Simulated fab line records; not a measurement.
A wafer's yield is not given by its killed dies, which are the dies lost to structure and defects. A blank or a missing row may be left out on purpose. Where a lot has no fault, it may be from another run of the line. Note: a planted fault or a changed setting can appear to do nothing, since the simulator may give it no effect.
A single fault, viewed from 2 desks -- flow n5Finfet -- numbers are kept per desk, each desk with only its own; the story behind them comes last

== FROM THE METROLOGY DESK ==
Lot by lot, what the gauges showed, no matter which tool ran the lot: averages of those sampled wafers that carry a number. Marked OUT: a lot whose mean sits more than 4 standard deviations from the usual mean, which makes it out of limits; the brackets give that distance. 7 of its 12 readings are shown, namely those furthest out on some lot.
Columns: A = DIBL_N at N5_BEOL_M4_RC_MEAS_101, usual 36.1 mV/V; B = DIBL_P at N5_BEOL_M4_RC_MEAS_101, usual 36.3 mV/V; C = IOFF_P at N5_BEOL_M4_RC_MEAS_101, usual 0.21 nA/um; D = ION_P at N5_BEOL_M4_RC_MEAS_101, usual 463 uA/um; E = SS_N at N5_BEOL_M4_RC_MEAS_101, usual 71.5 mV/dec; F = VT_N at N5_BEOL_M4_RC_MEAS_101, usual 251 mV; G = VT_P at N5_BEOL_M4_RC_MEAS_101, usual -250 mV
lot,first seen here,A,B,C,D,E,F,G
L939,day 8 06:00,38.2,39.3,0.24,471,72.1,247,-250
L938,day 8 06:25,35.5,35.6,0.21,467,71.0,253,-249
L940,day 8 08:31,35.0,36.5,0.23,482,71.4,250,-247
L941,day 9 00:01,33.1,34.1,0.13,442,70.5,258,-261
L942,day 9 04:03,35.7,37.3,0.22,461,71.6,250,-251
L944,day 9 14:43,38.4,39.0,0.21,457,72.7,249,-254
L954,day 12 12:00,35.4,35.1,0.21,455,71.9,250,-251
L956,day 12 20:33,39.5,40.3,0.26,461,72.1,248,-248
This desk's finding: nothing out of limits on any of the 8 lots.

== DESK OF THE TOOL OWNER: pvdSputter-02 ==
The tool's own readings at N5_BEOL_M9_HM_DEP_02 (deposits TiN, target thk 20 nm): means of the sampled wafers that have a number, for each lot that ran on this tool. Marked OUT: a lot whose mean sits more than 4 standard deviations from the usual mean, which makes it out of limits; the brackets give that distance.
Columns: A = throttleValvePct at N5_BEOL_M9_HM_DEP_02, usual 29.7 %
lot,first seen here,A
L941,day 10 19:22,29.0
L942,day 10 22:52,29.5
L944,day 11 07:49,29.5
L954,day 14 04:44,30.1
L956,day 14 15:55,30.1
This desk's finding: nothing out of limits on any of the 5 lots.

== TAKEN TOGETHER ==
Nothing out of limits was seen by the metrology desk.
The tool owner's desk saw nothing out of limits.

== WHAT HAD BEEN PUT IN BY THE SIMULATOR ==
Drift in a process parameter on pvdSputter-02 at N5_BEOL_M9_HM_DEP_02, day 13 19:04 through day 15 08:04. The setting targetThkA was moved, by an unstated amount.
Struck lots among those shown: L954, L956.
